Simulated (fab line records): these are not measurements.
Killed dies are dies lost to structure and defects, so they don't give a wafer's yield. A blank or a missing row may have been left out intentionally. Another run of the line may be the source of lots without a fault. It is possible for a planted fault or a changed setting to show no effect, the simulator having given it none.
Struck lot and sound lot, side by side ; flow nand harc ; 15 out of 1302 route steps
Sound: wafers L228.1, L228.4, L228.5. The struck wafers were L235.1, L235.5, L235.6. At the end, the cause is stated.
At each step with rows: each side's tool, then ch and its chambers, then its first start. Under that, the readings that differ: sound wafers ; struck wafers ; difference of the means ; sigmas: that difference in standard deviations of wafers without a fault.
alike: readings with means less than 2 such deviations apart, plus words and numbers identical on both sides. not compared: withheld readings, readings lacking a value on some wafer, bounds such as >300 that could conceal the same value, and numbers that have no deviation in the record and whose values overlap.
The two part at a step that has a row with sigmas, a row that says differs or no value, or rows on one side only. Numbers that don't overlap but have no deviation are shown without sigmas and don't part them. Lack of a reading on every wafer of one side parts them only where that side has two or more wafers.

first, 7 steps without rows for these wafers: NHARC_A_CHANNEL_HOLE_D1_COAT_37 (time 65 s); NHARC_A_CHANNEL_HOLE_D1_COAT_04 (resist thk 90 nm); NHARC_A_CHANNEL_HOLE_D1_SOFTBAKE_05 (time 55 s); NHARC_A_CHANNEL_HOLE_D1_EBR_06; NHARC_A_CHANNEL_HOLE_D1_EXPOSE_07 (exposes mask HOLE D1, target cd 100 nm); NHARC_A_CHANNEL_HOLE_D1_PEB_08 (peb time 65 s); NHARC_A_CHANNEL_HOLE_D1_DEVELOP_09 (develop time 35 s).
NHARC_A_CHANNEL_HOLE_D1_CD_MEAS_10: target cd 100 nm.
  sound on cd sem-02 ch 0, day 8 10:11; struck on cd sem-03 ch 0, day 11 15:19
  alike: cd nm
NHARC_A_CHANNEL_HOLE_D1_OVL_MEAS_11:
  struck on overlay-02, day 11 15:26; sound on overlay-02, day 8 10:16
  alike: overlay x nm, overlay y nm
NHARC_A_CHANNEL_HOLE_D1_INSPECT_12:
  struck on defect inspect-02, day 11 15:28; sound on defect inspect-02, day 8 10:19
  alike: raw defect count
NHARC_A_CHANNEL_HOLE_D1_DESCUM_15: chemistry O2, time 3 s.
  sound on rie diel-02 ch 0,2,3, day 8 10:26; struck on rie diel-02 ch 0,1, day 11 15:31
  alike: drypump motor current A, oes product au, rf vpp V, showerhead plenum p Torr, throttle valve pct
  not compared: rf hours counter h
NHARC_A_CHANNEL_HOLE_D1_ETCH_38: etches the open film in CF4, target depth 39 nm, time 65 s.
  sound on rie diel-02 ch 0,2, day 8 10:31; struck on rie diel-02 ch 1,2,3, day 11 15:37
  alike: cf4 flow sccm, drypump motor current A, oes product au, rf vpp V, showerhead plenum p Torr, throttle valve pct
  not compared: rf hours counter h
NHARC_A_CHANNEL_HOLE_D1_ETCH_39: etches the open film in N2/H2, target depth 260 nm, time 325 s.
  sound on rie diel-02 ch 1,3, day 8 10:37; struck on rie diel-02 ch 0,1,2, day 11 15:46
reading;sound;struck;difference;sigmas
oes product au (a.u.);1.003 1.002 1.011;0.900 0.886 0.883;-0.116;-15
  alike: drypump motor current A, rf vpp V, showerhead plenum p Torr, throttle valve pct
  not compared: rf hours counter h
NHARC_A_CHANNEL_HOLE_D1_ETCH_34: etches the open film in CF4/CHF3, target depth 154 nm, time 77 s.
  sound: rie diel-02 ch 0,1; struck: rie diel-02 ch 0,1,3
reading;sound;struck;difference;sigmas
oes product au (a.u.);0.928 0.923 0.930;0.965 0.972 0.991;+0.049;+2
  alike: cf4 flow sccm, drypump motor current A, rf vpp V, showerhead plenum p Torr, throttle valve pct
  not compared: rf hours counter h
-- break in the record here, with 16 days between the starts of the struck wafers on either side (left off in module A_CHANNEL_HOLE_D1, picked up again in module END, where the first step shown is number 1302 on the route) --
NHARC_END_SORT_01:
  only the struck wafers appear in the record here, on prober-01 ch 0 at day 27 11:07; the sound ones have no rows

== WHERE THEY PART ==
At NHARC_A_CHANNEL_HOLE_D1_ETCH_39 first; at NHARC_END_SORT_01 last (within this record only).

WHY: what the simulator had put in
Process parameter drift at NHARC_A_CHANNEL_HOLE_D1_ETCH_39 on rie diel-02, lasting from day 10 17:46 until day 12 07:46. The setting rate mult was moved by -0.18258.
